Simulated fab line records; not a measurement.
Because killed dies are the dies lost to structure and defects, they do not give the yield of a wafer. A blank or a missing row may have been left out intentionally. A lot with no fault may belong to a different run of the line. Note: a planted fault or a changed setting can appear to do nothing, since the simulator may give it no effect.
8D (eight disciplines) problem report, filled in by code | flow nand-harc | the parts of the form that need people (team, actions taken, sign-off) are left out

## 1. PROBLEM STATEMENT
At NHARC_A_M1_CD_MEAS_09, cd-nm averages 126.6 nm over 12 wafers from 4 lots, while fault-free wafers read 120.3 nm, standard deviation 0.74. Measured from the usual mean, that is +8.5 standard deviations.
The step: target cd 120 nm.
Seen first at day 26 23:38 on cd-sem-03, wafer L210.1. The record has a number at this step for 36 wafers belonging to 12 lots. Rule for "out", or "out of limits": more than 4 standard deviations from the usual mean. The rest of the wafers with a number are treated as sound.

## 2. WHAT IT IS, AND WHAT IT ISN'T
question                    | is                              | is not
which readings at this step | cd-nm                           | -
which lots                  | L210, L211, L213, L217          | L200, L204, L206, L207, L208, L209, L212, L223
which wafers of those lots  | all that have a number          | -
read on which gauges        | cd-sem-01, cd-sem-02, cd-sem-03 | -
when                        | from day 26 23:38               | up to then (18 sound wafers); but 6 sound wafers of L212, L223 came after

## 3. THE SUSPECTS, EACH WITH WHAT RULES IT OUT
Counting: a tool at a process step up to the reading stays a suspect if it ran every lot that is out and no sound lot after the first of them.
- ruled out: the gauge at NHARC_A_M1_CD_MEAS_09. 3 gauges (cd-sem-01, cd-sem-02, cd-sem-03) read the wafers that are out.
- arfi-scanner-02 at NHARC_A_M1_EXPOSE_06 (exposes mask A M1, target cd 120 nm): kept. It ran every lot that is out, first L210 (day 26 23:30), and no sound lot after that; its last sound lot up to then is L208 (day 25 20:19). Out on those wafers are its own readings of exposure-dose-mJ-cm2.
Remaining after the count: arfi-scanner-02 at NHARC_A_M1_EXPOSE_06.

## 4. THE CAUSE (what the simulator had put in)
Process parameters drifting: arfi-scanner-02 at NHARC_A_M1_EXPOSE_06, beginning at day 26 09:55. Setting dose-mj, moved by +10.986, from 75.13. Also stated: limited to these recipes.
This tool alone remained once counting was done.

## 5. THE CHAIN OF EFFECTS, in route order
Each row: a reading where the mean over the struck wafers with a number is more than 3 standard deviations away from the usual. Only readings for which the record gives a usual standard deviation are gone through. hours: the time from each lot's start at the first step in this table that gives one to its start at this step, as a median over the lots. sigmas: the change in usual standard deviations.
hours | step                  | reading              | usual    | on struck wafers | change | sigmas
0     | NHARC_A_M1_EXPOSE_06  | exposure-dose-mJ-cm2 | 75.12    | 83.27            | +8.15  | +99 or more
0     | NHARC_A_M1_CD_MEAS_09 | cd-nm                | 120.3 nm | 126.6            | +6.3   | +8.5
Its process steps:
- NHARC_A_M1_EXPOSE_06: exposes mask A M1, target cd 120 nm.
At these later measuring or inspecting steps, every struck wafer for which the step has a row has a number for every such reading, and none has moved that far: NHARC_END_SORT_01.

## 6. WHAT WOULD HAVE CAUGHT IT SOONER
In this record the first reading out of limits at a measuring or inspecting step was taken at day 26 23:38, 14 hours after the fault began at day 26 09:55.
Tool's own readings at NHARC_A_M1_EXPOSE_06, exposure-dose-mJ-cm2: out on all struck wafers the step has rows for; an alarm limit on them would have tripped on the first.
Lots out: 4; of these, L211, L213, L217 started NHARC_A_M1_EXPOSE_06 on arfi-scanner-02 after day 26 23:38. A hold on the tool at that time would have spared those 3.
